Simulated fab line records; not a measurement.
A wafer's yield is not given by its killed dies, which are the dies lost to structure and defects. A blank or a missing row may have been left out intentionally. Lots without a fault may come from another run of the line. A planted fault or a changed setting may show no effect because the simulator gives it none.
8D (eight disciplines) problem report, filled in by code -- flow n5_finfet -- the parts of the form that need people (team, actions taken, sign-off) are left out

## 1. WHAT WENT WRONG
Wafers without a fault read 239.2 s, standard deviation 0.63; run_length_s at N5_BEOL_M5_CVD_47 reads a mean of 146.8 s on 6 wafers belonging to 2 lots. That is -99 or more standard deviations from the usual mean.
The step: deposits Co from CCTBA/H2, target thk 3 nm, time 216 s.
Earliest sighting: wafer L198.1 on cvd_co-02 at day 14 23:54. At this step, 39 wafers from 13 lots have a number in the record. Rule for "out" (also "out of limits"): further than 4 standard deviations from the usual mean. Any other wafer with a number is counted as sound.

## 2. WHAT THIS IS AND IS NOT
question,is,is not
which readings at this step,run_length_s,-
which lots,"L197, L198","L180, L182, L183, L184, L188, L189, L190, L191, L192, L201, L202"
which wafers of those lots,all that have a number,-
read on which tools,cvd_co-02,cvd_co-01
when,from day 14 23:54,"up to then (27 sound wafers); but 6 sound wafers of L201, L202 came after"

## 3. THE SUSPECTS, EACH WITH WHAT RULES IT OUT
Counting: a tool stays on the suspect list if, at a process step up to the reading, it processed all lots that are out and no sound lot following the first of them.
- cvd_co-02 at N5_BEOL_M5_CVD_47 (deposits Co from CCTBA/H2, target thk 3 nm, time 216 s): kept. It ran every lot that is out, first L198 (day 14 23:54), and no sound lot after that; its last sound lot up to then is L192 (day 14 02:55). Out on those wafers are its own readings of run_length_s.
The count leaves cvd_co-02 at N5_BEOL_M5_CVD_47.

## 4. THE CAUSE (what the simulator had put in)
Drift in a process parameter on cvd_co-02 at N5_BEOL_M5_CVD_47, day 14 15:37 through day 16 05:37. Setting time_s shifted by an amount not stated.
Counting left only this tool.

## 5. THE EFFECT CHAIN, in route order
Each row: a reading where the mean over the struck wafers with a number is more than 3 standard deviations away from the usual. Only readings for which the record gives a usual standard deviation are gone through. hours: the time from each lot's start at the first step in this table that gives one to its start at this step, as a median over the lots. sigmas: the change in usual standard deviations.
hours,step,reading,usual,on struck wafers,change,sigmas
0,N5_BEOL_M5_CVD_47,run_length_s,239.2 s,146.8,-92.4,-99 or more
The process steps in it:
- N5_BEOL_M5_CVD_47: deposits Co from CCTBA/H2, target thk 3 nm, time 216 s.

## 6. WHAT WOULD HAVE CAUGHT IT SOONER
8 hours passed between the start of the fault at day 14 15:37 and the first reading out of limits in this record, taken at day 14 23:54.
